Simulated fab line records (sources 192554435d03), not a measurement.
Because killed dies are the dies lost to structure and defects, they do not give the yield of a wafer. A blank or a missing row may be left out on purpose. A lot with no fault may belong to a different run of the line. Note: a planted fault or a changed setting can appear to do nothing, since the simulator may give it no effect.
Matching of chambers || flow n5_finfet || 3 sister chambers for N5_BEOL_M11_ILD_DEP_00 on pecvd-04
The step deposits SiCOH lowk from DEMS/porogen, target thk 308.51 nm, time 58 s. 18 wafers are shown with their chamber, then 9 later ones without.

EACH WAFER AND ITS CHAMBER
{"wafer": "L074.1", "chamber": 1, "heater_power_w (W)": 390, "showerhead_plenum_p_Torr (Torr)": 5.740, "throttle_valve_pct (%)": 13.6}
{"wafer": "L074.2", "chamber": 0, "heater_power_w (W)": 159, "showerhead_plenum_p_Torr (Torr)": 5.745, "throttle_valve_pct (%)": 13.1}
{"wafer": "L074.5", "chamber": 0, "heater_power_w (W)": 165, "showerhead_plenum_p_Torr (Torr)": 5.743, "throttle_valve_pct (%)": 13.1}
{"wafer": "L076.1", "chamber": 2, "heater_power_w (W)": 210, "showerhead_plenum_p_Torr (Torr)": 5.699, "throttle_valve_pct (%)": 13.1}
{"wafer": "L076.2", "chamber": 1, "heater_power_w (W)": 366, "showerhead_plenum_p_Torr (Torr)": 5.750, "throttle_valve_pct (%)": 13.6}
{"wafer": "L076.4", "chamber": 0, "heater_power_w (W)": 185, "showerhead_plenum_p_Torr (Torr)": 5.762, "throttle_valve_pct (%)": 13.1}
{"wafer": "L080.4", "chamber": 1, "heater_power_w (W)": 346, "showerhead_plenum_p_Torr (Torr)": 5.749, "throttle_valve_pct (%)": 13.5}
{"wafer": "L080.5", "chamber": 0, "heater_power_w (W)": 171, "showerhead_plenum_p_Torr (Torr)": 5.760, "throttle_valve_pct (%)": 13.5}
{"wafer": "L080.6", "chamber": 2, "heater_power_w (W)": 187, "showerhead_plenum_p_Torr (Torr)": 5.703, "throttle_valve_pct (%)": 13.3}
{"wafer": "L079.1", "chamber": 2, "heater_power_w (W)": 233, "showerhead_plenum_p_Torr (Torr)": 5.694, "throttle_valve_pct (%)": 13.6}
{"wafer": "L079.4", "chamber": 2, "heater_power_w (W)": 240, "showerhead_plenum_p_Torr (Torr)": 5.686, "throttle_valve_pct (%)": 13.5}
{"wafer": "L079.6", "chamber": 1, "heater_power_w (W)": 381, "showerhead_plenum_p_Torr (Torr)": 5.731, "throttle_valve_pct (%)": 13.3}
{"wafer": "L084.1", "chamber": 1, "heater_power_w (W)": 403, "showerhead_plenum_p_Torr (Torr)": 5.745, "throttle_valve_pct (%)": 13.3}
{"wafer": "L084.2", "chamber": 0, "heater_power_w (W)": 156, "showerhead_plenum_p_Torr (Torr)": 5.756, "throttle_valve_pct (%)": 13.3}
{"wafer": "L084.6", "chamber": 2, "heater_power_w (W)": 247, "showerhead_plenum_p_Torr (Torr)": 5.696, "throttle_valve_pct (%)": 13.1}
{"wafer": "L086.1", "chamber": 1, "heater_power_w (W)": 370, "showerhead_plenum_p_Torr (Torr)": 5.742, "throttle_valve_pct (%)": 13.5}
{"wafer": "L086.2", "chamber": 2, "heater_power_w (W)": 253, "showerhead_plenum_p_Torr (Torr)": 5.681, "throttle_valve_pct (%)": 13.3}
{"wafer": "L086.4", "chamber": 2, "heater_power_w (W)": 192, "showerhead_plenum_p_Torr (Torr)": 5.690, "throttle_valve_pct (%)": 13.2}

SIGNATURES, as means of the wafers listed above
{"reading": "heater_power_w", "chamber 0": 167.20, "chamber 1": 376.00, "chamber 2": 223.14, "scatter within a chamber": 21.3}
{"reading": "showerhead_plenum_p_Torr", "chamber 0": 5.75320, "chamber 1": 5.74283, "chamber 2": 5.69271, "scatter within a chamber": 0.00772}
{"reading": "throttle_valve_pct", "chamber 0": 13.220, "chamber 1": 13.467, "chamber 2": 13.300, "scatter within a chamber": 0.172}
Rule: for a wafer and a chamber, the distance is found by dividing, reading by reading, the gap between the wafer's reading and the chamber's mean by the reading's scatter, squaring, summing and taking the root. The wafer belongs to the nearest chamber; if the next one is less than 2 further off, it can't be placed. How the scatter is found: for the shown wafers, subtract from each reading the mean of its chamber, square and add these, divide the total by (wafers less chambers), then take the root.

WAFERS WITHOUT THEIR CHAMBER
{"wafer": "L088.1", "heater_power_w (W)": 228, "showerhead_plenum_p_Torr (Torr)": 5.695, "throttle_valve_pct (%)": 13.4}
{"wafer": "L088.4", "heater_power_w (W)": 240, "showerhead_plenum_p_Torr (Torr)": 5.704, "throttle_valve_pct (%)": 13.5}
{"wafer": "L088.5", "heater_power_w (W)": 165, "showerhead_plenum_p_Torr (Torr)": 5.745, "throttle_valve_pct (%)": 13.1}
{"wafer": "L092.2", "heater_power_w (W)": 365, "showerhead_plenum_p_Torr (Torr)": 5.734, "throttle_valve_pct (%)": 13.5}
{"wafer": "L092.4", "heater_power_w (W)": 377, "showerhead_plenum_p_Torr (Torr)": 5.746, "throttle_valve_pct (%)": 13.5}
{"wafer": "L092.6", "heater_power_w (W)": 223, "showerhead_plenum_p_Torr (Torr)": 5.691, "throttle_valve_pct (%)": 13.5}
{"wafer": "L093.1", "heater_power_w (W)": 148, "showerhead_plenum_p_Torr (Torr)": 5.754, "throttle_valve_pct (%)": 13.5}
{"wafer": "L093.4", "heater_power_w (W)": 373, "showerhead_plenum_p_Torr (Torr)": 5.754, "throttle_valve_pct (%)": 13.8}
{"wafer": "L093.6", "heater_power_w (W)": 157, "showerhead_plenum_p_Torr (Torr)": 5.764, "throttle_valve_pct (%)": 13.3}

WHICH CHAMBER EACH WENT THROUGH
{"wafer": "L088.1", "from the rows above": 2, "in truth": 2}
{"wafer": "L088.4", "from the rows above": 2, "in truth": 2}
{"wafer": "L088.5", "from the rows above": 0, "in truth": 0}
{"wafer": "L092.2", "from the rows above": 1, "in truth": 1}
{"wafer": "L092.4", "from the rows above": 1, "in truth": 1}
{"wafer": "L092.6", "from the rows above": 2, "in truth": 2}
{"wafer": "L093.1", "from the rows above": 0, "in truth": 0}
{"wafer": "L093.4", "from the rows above": 1, "in truth": 1}
{"wafer": "L093.6", "from the rows above": 0, "in truth": 0}
9 of 9 placed correctly. Left unplaced by these rows: 0. Placed wrongly: 0.
